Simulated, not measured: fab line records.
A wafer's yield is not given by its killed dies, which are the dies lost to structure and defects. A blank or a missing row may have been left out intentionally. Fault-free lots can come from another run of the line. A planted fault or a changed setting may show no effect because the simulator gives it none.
Which of the tools did it? + flow nand_harc + 14 lots, 42 wafers sampled, at 2 steps of a route of 1159

== WHAT THE GAUGES SHOWED, per wafer ==
NHARC_P_STI_OCD_MEAS_17. Usual: trench_depth_nm 302 nm, standard deviation 5; trench_foot_cd_nm 158.4 nm, standard deviation 2.3.
| lot  | measured    | on     | trench_depth_nm (nm) | trench_foot_cd_nm (nm) | flag |
|------|-------------|--------|----------------------|------------------------|------|
| L755 | day 3 08:49 | ocd-02 | 301 303 304          | 156.4 159.5 159.2      |      |
| L757 | day 3 18:57 | ocd-01 | 305 311 313          | 158.6 158.0 158.9      |      |
| L758 | day 3 23:26 | ocd-01 | 302 301 306          | 156.3 161.3 156.9      |      |
| L759 | day 4 07:20 | ocd-01 | 307 310 304          | 157.9 157.8 159.8      |      |
| L760 | day 4 16:14 | ocd-02 | 301 305 302          | 160.6 157.6 158.3      |      |
| L761 | day 4 16:23 | ocd-01 | 294 296 292          | 160.4 160.4 161.1      |      |
| L762 | day 5 02:24 | ocd-01 | 299 296 301          | 161.6 159.0 159.9      |      |
| L763 | day 5 08:07 | ocd-02 | 293 304 303          | 159.3 153.0 158.4      |      |
| L764 | day 5 16:58 | ocd-01 | 300 298 298          | 155.3 158.1 158.3      |      |
| L769 | day 6 17:46 | ocd-01 | 304 306 301          | 162.1 158.5 156.9      |      |
| L770 | day 7 01:43 | ocd-02 | 307 296 293          | 160.6 162.5 159.3      |      |
| L771 | day 7 05:46 | ocd-01 | 299 303 299          | 157.2 160.7 158.4      |      |
| L774 | day 8 01:58 | ocd-02 | 306 301 297          | 159.8 157.9 160.4      |      |
| L775 | day 8 05:35 | ocd-01 | 299 302 295          | 157.7 162.0 159.5      |      |

NHARC_P_STI_INSPECT_25. Usual: 243 for raw_defect_count, sd 94.
| lot  | measured    | on                | raw_defect_count | flag |
|------|-------------|-------------------|------------------|------|
| L755 | day 4 14:28 | defect_inspect-01 | 165 159 223      |      |
| L757 | day 4 21:56 | defect_inspect-01 | 170 161 132      |      |
| L758 | day 5 05:44 | defect_inspect-02 | 261 354 420      |      |
| L759 | day 5 21:29 | defect_inspect-01 | 176 114 201      |      |
| L760 | day 5 21:29 | defect_inspect-02 | 220 122 105      |      |
| L761 | day 5 21:29 | defect_inspect-02 | 264 339 261      |      |
| L762 | day 6 16:55 | defect_inspect-02 | 170 197 202      |      |
| L763 | day 6 21:46 | defect_inspect-01 | 255 231 388      |      |
| L764 | day 6 21:44 | defect_inspect-02 | 172 249 172      |      |
| L769 | day 7 22:35 | defect_inspect-02 | 209 297 213      |      |
| L770 | day 8 04:22 | defect_inspect-02 | 221 167 150      |      |
| L771 | day 8 13:00 | defect_inspect-01 | 253 286 157      |      |
| L774 | day 9 12:58 | defect_inspect-02 | 397 187 381      |      |
| L775 | day 9 12:57 | defect_inspect-02 | 335 392 508      |      |

== TOOL THAT RAN EACH LOT (tool first, then ch and the chambers of the sampled wafers, then the start) ==
No process step before these readings appears in the record.

== WHAT THE TOOLS THEMSELVES READ (means of the sampled wafers that have a number; where no wafer has one, the mark that the record gives instead) ==
The record holds no such reading with a usual standard deviation.

== THE ANSWER, worked out from the rows above alone ==
Rule: lot off if the mean of its wafers having a number is beyond 3 standard deviations from the usual mean. A lot without any number at a reading at which 4 lots or more have one is off too. Any other lot the step has rows for is counted as sound. The gauges are gone through in route order, then the tools' own readings, and for those a lot's mean is taken as printed above. The first step at which some lot is off is used, and at that step the reading that is off furthest; a lot without a number counts as furthest.
No lot is off on any of the readings shown, so nothing can be concluded from this.

== WHAT THE SIMULATOR HAD INSERTED ==
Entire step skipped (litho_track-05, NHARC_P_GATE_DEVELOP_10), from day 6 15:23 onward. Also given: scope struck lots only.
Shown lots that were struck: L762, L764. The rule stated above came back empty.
